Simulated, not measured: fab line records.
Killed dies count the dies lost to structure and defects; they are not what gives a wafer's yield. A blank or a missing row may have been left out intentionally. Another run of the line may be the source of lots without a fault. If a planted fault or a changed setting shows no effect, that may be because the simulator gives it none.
Split-lot trial	flow n5 finfet	route with 1938 steps; 7 lots, 39 wafers read

== THE SPLIT ==
At N5_DUMMY_GATE_ETCH_32 (etches SiO2 in CF4, target depth 3.5 nm, time 3.9 s), the setting time s was moved away from the recipe's 3.9 s on 18 of the 39 wafers read, by -18.5% to +15.6%. This setting was run at the recipe's value on the other wafers.

Reading taken at the split's own step.

== THE READING ==
etch.depth nm (the simulator's own value, which no gauge read), in nm, at N5_DUMMY_GATE_ETCH_32 (etches SiO2 in CF4, target depth 3.5 nm, time 3.9 s). The file gives no usual value for it. Average 3.483 nm, standard deviation 0.079 nm, over the 21 wafers here run with the recipe.

wafer	tool, chamber at the split	time s as run, s	against the recipe	etch.depth nm, nm	against lot-mates on the recipe
L081.1	rie si-04, 0	3.426	-12.2%	3.005	-0.476
L081.2	rie si-04, 1	3.9	recipe	3.502	-
L081.3	rie si-04, 1	3.9	recipe	3.517	-
L081.4	rie si-04, 0	3.9	recipe	3.425	-
L081.5	rie si-04, 1	3.426	-12.2%	3.09	-0.391
L081.6	rie si-04, 0	3.426	-12.2%	3.027	-0.454
L087.1	rie si-06, 3	3.557	-8.8%	3.09	-0.436
L087.2	rie si-06, 2	3.9	recipe	3.576	-
L087.3	rie si-06, 1	3.557	-8.8%	3.111	-0.415
L087.4	rie si-06, 0	3.9	recipe	3.414	-
L087.5	rie si-06, 2	3.9	recipe	3.588	-
L087.6	rie si-06, 1	3.557	-8.8%	3.086	-0.440
L089.1	rie si-06, 1	3.9	recipe	3.406	-
L089.2	rie si-06, 0	3.9	recipe	3.398	-
L089.3	rie si-06, 3	3.9	recipe	3.36	-
L089.4	rie si-06, 2	3.179	-18.5%	2.918	-0.470
L089.5	rie si-06, 2	3.179	-18.5%	2.922	-0.466
L089.6	rie si-06, 3	3.179	-18.5%	2.726	-0.662
L090.1	rie si-04, 3	3.443	-11.7%	3.097	-0.398
L090.2	rie si-04, 0	3.443	-11.7%	3.02	-0.475
L090.3	rie si-04, 2	3.9	recipe	3.573	-
L090.4	rie si-04, 1	3.443	-11.7%	3.042	-0.453
L090.5	rie si-04, 0	3.9	recipe	3.399	-
L090.6	rie si-04, 3	3.9	recipe	3.514	-
L092.1	rie si-06, 1	3.9	recipe	3.431	-
L092.2	rie si-06, 3	3.253	-16.6%	2.831	-0.673
L092.3	rie si-06, 0	3.253	-16.6%	2.876	-0.628
L092.4	rie si-06, 2	3.9	recipe	3.623	-
L092.5	rie si-06, 0	3.9	recipe	3.457	-
L092.6	rie si-06, 3	3.253	-16.6%	2.818	-0.686
L093.1	rie si-04, 0	3.9	recipe	3.434	-
L093.2	rie si-04, 2	3.9	recipe	3.586	-
L093.3	rie si-04, 3	4.509	+15.6%	4.064	+0.589
L093.4	rie si-04, 1	4.509	+15.6%	3.991	+0.516
L093.5	rie si-04, 3	4.509	+15.6%	4.088	+0.613
L093.6	rie si-04, 0	3.9	recipe	3.404	-
L094.2	rie si-04, 1	3.9	recipe	3.462	-
L094.5	rie si-04, 1	3.9	recipe	3.458	-
L094.6	rie si-04, 2	3.9	recipe	3.606	-

THE FIT
A straight line over all 39 wafers: etch.depth nm changes by +0.0365 nm for each +1% of time s; r = +0.98; the points scatter about the line by 0.072 nm.
The same after taking each lot's own level away (the mean of its wafers on the recipe; 39 wafers): +0.0358 nm for each +1%; r = +0.97; scatter 0.081 nm.
The reading moves by 0.66 nm for the largest change in time s, on that fit.
The span of the lots' own levels, 3.3880 to 3.5260 nm, comes to 1.7 times the standard deviation stated above.
Consequently the slope shifts little with the lot-to-lot level, the two slopes agreeing.
Check: with one of the wafers moved furthest among these (-18.5%) left out of the fit, the line predicts -0.688 nm for it against its lot-mates. It came out at -0.47 nm against them.

== THE OTHER SPLITS THESE WAFERS WENT THROUGH ==
Other splits were also applied to these wafers ahead of the reading. Each is held against what the fit with the lots' levels taken away leaves over:
other split on the same wafers	wafers away from the commonest value	r with etch.depth nm (lot level and that fit taken away)
N5_DUMMY_GATE_EXPOSE_12 dose mj	12	+0.14

== FILE'S OWN FIT ==
etch.depth nm changes by +0.0361 nm for each +1% of time s, r = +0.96.
